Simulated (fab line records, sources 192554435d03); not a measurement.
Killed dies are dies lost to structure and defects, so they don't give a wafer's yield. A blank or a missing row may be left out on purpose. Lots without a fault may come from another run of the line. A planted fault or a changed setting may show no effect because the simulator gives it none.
A struck lot beside a sound one | flow n5_finfet | 20 steps out of a route of 1938
Sound: wafers L735.3, L735.4, L735.5. Struck: wafer L732.5. (L732.3 of the same lot was not struck and is left out.) The cause comes at the end.
At each step with rows: each side's tool, then ch and its chambers, then its first start. Under that, the readings that differ: sound wafers | struck wafers | difference of the means | sigmas: that difference in standard deviations of wafers without a fault.
alike: readings whose means differ by less than 2 such deviations, and words and numbers that are the same on both sides. not compared: withheld readings, readings that some wafer has no value for, bounds like >300 that may hide the same value, and numbers for which the record gives no deviation and whose values overlap.
The two part at a step that has a row with sigmas, a row that says differs or no value, or rows on one side only. Numbers that don't overlap but have no deviation are shown without sigmas and don't part them. A reading that every wafer of one side lacks parts them only if that side has two wafers or more.

first, 9 steps without rows for these wafers: N5_BEOL_M2_COAT_67 (time 60 s, resist thk 60 nm); N5_BEOL_M2_COAT_68 (time 60 s, resist thk 12 nm); N5_BEOL_M2_COAT_76 (time 60 s, resist thk 5 nm); N5_BEOL_M2_COAT_22 (resist thk 30 nm); N5_BEOL_M2_EBR_24; N5_BEOL_M2_SOFTBAKE_23 (time 60 s); N5_BEOL_M2_EXPOSE_25 (exposes mask V1, defocus 5 nm); N5_BEOL_M2_PEB_26 (peb time 60 s); N5_BEOL_M2_DEVELOP_27 (develop time 30 s).
N5_BEOL_M2_CD_MEAS_28: target cd 26.2 nm, target cd y 24.1 nm.
  sound on cd_sem-03 ch 0, day 11 16:47; struck on cd_sem-01 ch 0, day 11 00:24
  alike: cd_nm
N5_BEOL_M2_OVL_MEAS_29:
  sound on overlay-02 ch 0, day 11 16:49; struck on overlay-02 ch 0, day 11 00:26
  alike: V1_OVL
N5_BEOL_M2_INSPECT_30: inspects for defects (brightfield).
  sound on defect_inspect-02, day 11 16:52; struck on defect_inspect-01, day 11 00:29
  alike: raw_defect_count
N5_BEOL_M2_DESCUM_33: chemistry O2, time 7 s.
  sound on rie_diel-05 ch 1,2, day 11 16:54; struck on rie_diel-03 ch 0, day 11 00:55
  reading                                      | sound          | struck | difference | sigmas
  model.CAR-EUV_of_BEOL_M2_COAT_22.thk_nm (nm) | 26.2 26.2 26.2 | 25.2   | -1.0       |
  alike: drypump_motor_current_A, oes_product_au, rf_fwd_power_W, rf_vpp_V, showerhead_plenum_p_Torr, throttle_valve_pct
  not compared: rf_hours_counter_h
N5_BEOL_M2_ETCH_77: etches underlayer in N2/H2, target depth 6.5 nm, time 5.2 s.
  sound on rie_diel-05 ch 1,2, day 11 16:56; struck on rie_diel-03 ch 0, day 11 00:58
  alike: drypump_motor_current_A, etch_rf_on_time_s, h2_flow_sccm, oes_product_au, rf_fwd_power_W, rf_vpp_V, showerhead_plenum_p_Torr, throttle_valve_pct
  not compared: rf_hours_counter_h
N5_BEOL_M2_ETCH_69: etches SiARC in CF4, target depth 15.6 nm, time 26 s.
  sound on rie_diel-05 ch 1,2, day 11 16:57; struck on rie_diel-03 ch 0, day 11 00:58
  alike: drypump_motor_current_A, etch_rf_on_time_s, oes_product_au, rf_fwd_power_W, rf_vpp_V, showerhead_plenum_p_Torr, throttle_valve_pct
  not compared: rf_hours_counter_h
N5_BEOL_M2_ALD_98: deposits SiO2, target thk 2.5 nm, pulse time 1 s, co reactant pulse time 1 s.
  sound on ald_sin-04 ch 1,3, day 11 17:02; struck on ald_sin-04 ch 3, day 11 02:14
  reading                    | sound             | struck | difference | sigmas
  precursor_pulse_height_rel | 1.018 0.981 0.995 | 0.960  | -0.038     | -2
  alike: chamber_pressure_Torr, heater_power_w
N5_BEOL_M2_ETCHBACK_99: etches SiO2 in CHF3, target depth 5 nm, time 10.4 s.
  sound on rie_diel-03 ch 1,3, day 11 20:56; struck on rie_diel-03 ch 0, day 11 06:58
  reading                                      | sound          | struck | difference | sigmas
  model.CAR-EUV_of_BEOL_M2_COAT_22.thk_nm (nm) | 10.4 10.4 10.4 | 9.6    | -0.8       |
  alike: drypump_motor_current_A, oes_product_au, rf_fwd_power_W, rf_vpp_V, showerhead_plenum_p_Torr, throttle_valve_pct
  not compared: rf_hours_counter_h
N5_BEOL_M2_ETCH_70: etches SOC in N2/H2, target depth 80 nm, overetch 24 nm, time 130 s.
  sound on rie_diel-03 ch 1,3, day 11 20:58; struck on rie_diel-03 ch 0, day 11 07:01
  alike: drypump_motor_current_A, h2_flow_sccm, oes_product_au, rf_fwd_power_W, rf_vpp_V, showerhead_plenum_p_Torr, throttle_valve_pct
  not compared: rf_hours_counter_h
N5_BEOL_M4_RC_MEAS_101:
  sound on prober-01 ch 0, day 13 02:37; struck on prober-01 ch 0, day 12 03:37
  alike: DIBL_N, DIBL_P, IOFF_N, IOFF_P, ION_N, ION_P, SS_N, SS_P, VT_N, VT_P
-- the record jumps here: 4 days lie between the struck wafers' starts before and after (it left off in module BEOL_M4 and takes up again in module PASSIVATION, whose first step shown is number 1936 of the route) --
N5_PASSIVATION_PROBE_49:
  the record has rows for the struck wafers here (prober-02, day 16 13:38) and none for the sound ones

WHERE THEY PART
First at N5_BEOL_M2_ALD_98; last, within this record, at N5_PASSIVATION_PROBE_49.

WHY: what the simulator had put in
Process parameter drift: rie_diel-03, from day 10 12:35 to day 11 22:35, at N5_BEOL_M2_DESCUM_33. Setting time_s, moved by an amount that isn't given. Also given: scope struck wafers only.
